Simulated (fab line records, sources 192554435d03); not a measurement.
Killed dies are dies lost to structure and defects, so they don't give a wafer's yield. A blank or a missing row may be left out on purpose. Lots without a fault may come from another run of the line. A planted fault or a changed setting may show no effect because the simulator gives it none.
Chamber matching | flow n5_finfet | N5_BEOL_M7_CURE_74 on uv_cure-03: 3 sister chambers
The step cures SiCOH lowk, time 240 s. 22 wafers are shown with their chamber, then 11 later ones without.

WAFERS WITH THEIR CHAMBER
wafer  | chamber | wafer_temp_C_max | lamp_power_pct (%)
L074.2 | 1       | 387.1            | 52.33
L074.3 | 1       | 386.6            | 52.29
L074.4 | 1       | 386.6            | 52.30
L076.3 | 0       | 387.7            | 52.26
L076.4 | 0       | 387.5            | 52.31
L076.6 | 0       | 388.5            | 52.46
L083.1 | 2       | 386.8            | 52.38
L083.3 | 2       | 386.4            | 52.29
L083.5 | 2       | 386.4            | 52.28
L082.1 | 1       | 387.1            | 52.37
L082.3 | 1       | 386.8            | 52.33
L082.5 | 1       | 386.6            | 52.30
L084.3 | 0       | 387.2            | 52.42
L084.4 | 0       | 386.6            | 52.43
L084.5 | 0       | 387.2            | 52.26
L086.2 | 2       | 386.5            | 52.33
L086.5 | 2       | 386.5            | 52.29
L086.6 | 2       | 386.1            | 52.19
L088.2 | 2       | 387.0            | 52.25
L088.4 | 2       | 386.9            | 52.24
L088.6 | 2       | 385.7            | 52.27
L087.1 | 2       | 386.0            | 52.32

SIGNATURES (means of the wafers above)
reading          | chamber 0 | chamber 1 | chamber 2 | scatter within a chamber
wafer_temp_C_max | 387.450   | 386.800   | 386.430   | 0.449
lamp_power_pct   | 52.3567   | 52.3200   | 52.2840   | 0.0608
Rule: a wafer's distance from a chamber is the root of the sum, over the readings, of the square of ((its reading less the chamber's mean) divided by the reading's scatter). The wafer belongs to the nearest chamber; if the next one is less than 2 further off, it can't be placed. The scatter: the root of (the sum of the squares of (reading less its chamber's mean) over the shown wafers, divided by (wafers less chambers)).

WAFERS WITHOUT THEIR CHAMBER
wafer  | wafer_temp_C_max | lamp_power_pct (%)
L087.4 | 386.6            | 52.25
L087.5 | 386.7            | 52.27
L093.2 | 386.5            | 52.30
L093.4 | 386.4            | 52.30
L093.5 | 386.3            | 52.32
L094.1 | 387.0            | 52.37
L094.2 | 386.9            | 52.23
L094.4 | 387.0            | 52.38
L096.1 | 386.8            | 52.36
L096.2 | 386.9            | 52.34
L096.3 | 386.1            | 52.21

WHICH CHAMBER EACH WENT THROUGH
wafer  | from the rows above          | in truth
L087.4 | can't be placed: 2 or 1 or 0 | 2
L087.5 | can't be placed: 2 or 1 or 0 | 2
L093.2 | can't be placed: 2 or 1      | 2
L093.4 | can't be placed: 2 or 1      | 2
L093.5 | can't be placed: 2 or 1 or 0 | 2
L094.1 | can't be placed: 1 or 0 or 2 | 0
L094.2 | can't be placed: 2 or 1 or 0 | 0
L094.4 | can't be placed: 0 or 1 or 2 | 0
L096.1 | can't be placed: 1 or 0 or 2 | 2
L096.2 | can't be placed: 1 or 0 or 2 | 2
L096.3 | can't be placed: 2 or 1      | 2
Placed correctly: 0 of 11. Can't be placed from these rows: 11 (the true chamber is among the candidates in 11). Placed wrongly: 0.
